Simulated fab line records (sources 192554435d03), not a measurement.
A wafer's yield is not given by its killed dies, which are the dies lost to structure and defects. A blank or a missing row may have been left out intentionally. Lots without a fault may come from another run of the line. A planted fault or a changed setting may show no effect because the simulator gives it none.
Which tool is to blame? || flow n5 finfet || at 1 step of a route of 1938, 24 lots with 72 wafers sampled

WHAT THE GAUGES SHOWED, per wafer
N5_BEOL_M2_CD_MEAS_11: target cd 16.79 nm.
{"lot": "L074", "measured": "day 6 12:31", "on": "cd sem-03", "cd nm (nm)": "16.93 16.72 16.83"}
{"lot": "L075", "measured": "day 7 00:39", "on": "cd sem-02", "cd nm (nm)": "17.04 16.13 16.54"}
{"lot": "L076", "measured": "day 7 01:04", "on": "cd sem-03", "cd nm (nm)": "16.49 16.61 16.73"}
{"lot": "L077", "measured": "day 7 03:04", "on": "cd sem-01", "cd nm (nm)": "16.45 16.72 16.80"}
{"lot": "L078", "measured": "day 7 09:53", "on": "cd sem-03", "cd nm (nm)": "17.04 16.36 17.08"}
{"lot": "L079", "measured": "day 7 13:59", "on": "cd sem-02", "cd nm (nm)": "16.72 16.91 16.76"}
{"lot": "L080", "measured": "day 7 17:40", "on": "cd sem-01", "cd nm (nm)": "16.54 16.87 16.62"}
{"lot": "L081", "measured": "day 8 08:48", "on": "cd sem-02", "cd nm (nm)": "16.86 16.59 16.95"}
{"lot": "L082", "measured": "day 8 18:35", "on": "cd sem-02", "cd nm (nm)": "16.63 17.07 16.64"}
{"lot": "L083", "measured": "day 8 21:15", "on": "cd sem-03", "cd nm (nm)": "16.42 16.86 16.70"}
{"lot": "L084", "measured": "day 8 21:27", "on": "cd sem-02", "cd nm (nm)": "16.87 16.86 16.55"}
{"lot": "L085", "measured": "day 9 08:56", "on": "cd sem-01", "cd nm (nm)": "16.82 16.75 16.37"}
{"lot": "L086", "measured": "day 9 18:17", "on": "cd sem-01", "cd nm (nm)": "17.17 16.96 16.70"}
{"lot": "L088", "measured": "day 9 19:41", "on": "cd sem-01", "cd nm (nm)": "17.05 16.62 17.26"}
{"lot": "L087", "measured": "day 9 19:58", "on": "cd sem-01", "cd nm (nm)": "16.77 16.87 16.92"}
{"lot": "L089", "measured": "day 10 06:25", "on": "cd sem-03", "cd nm (nm)": "16.60 16.55 16.41"}
{"lot": "L090", "measured": "day 10 13:20", "on": "cd sem-02", "cd nm (nm)": "17.31 17.02 17.39"}
{"lot": "L091", "measured": "day 10 21:14", "on": "cd sem-02", "cd nm (nm)": "16.63 17.21 16.22"}
{"lot": "L092", "measured": "day 11 05:26", "on": "cd sem-01", "cd nm (nm)": "16.66 16.84 16.79"}
{"lot": "L093", "measured": "day 11 07:14", "on": "cd sem-03", "cd nm (nm)": "16.86 16.94 17.07"}
{"lot": "L094", "measured": "day 11 11:17", "on": "cd sem-03", "cd nm (nm)": "16.10 16.73 16.91"}
{"lot": "L095", "measured": "day 11 19:16", "on": "cd sem-02", "cd nm (nm)": "17.08 17.11 16.88"}
{"lot": "L096", "measured": "day 12 00:37", "on": "cd sem-01", "cd nm (nm)": "16.87 16.96 17.10"}
{"lot": "L097", "measured": "day 12 02:42", "on": "cd sem-01", "cd nm (nm)": "17.20 16.84 16.10"}

WHICH TOOL RAN EACH LOT (tool, then ch and the chambers of the sampled wafers, then the start)
Before these readings, the record contains no process step.

WHAT THE TOOLS THEMSELVES READ (means of the sampled wafers that have a number; where no wafer has one, the mark that the record gives instead)
The record holds no such reading with a usual standard deviation.

THE ANSWER, worked out from the rows above alone
Rule: the lots themselves supply what counts as usual. The widest of any qualifying gaps counts: lots, ordered by their means at a reading, are off when they make up no more than a third of the lots, leave a main group of 4 or more, and stand apart from it by 3 or more times the standard deviation of that group's means. Not used: any main group whose means are identical at the precision the tables above print for the reading. A lot without any number at a reading at which 4 lots or more have one is off too. Where the step has rows for the other lots, those lots are counted as sound. The gauges are gone through in route order, then the tools' own readings, and for those a lot's mean is taken as printed above. At the first step where some lot is off, the reading lying furthest off is the one used; lots without a number count as furthest.
Nothing can be told from this: no lot is off at any reading shown.

WHAT THE SIMULATOR HAD INSERTED
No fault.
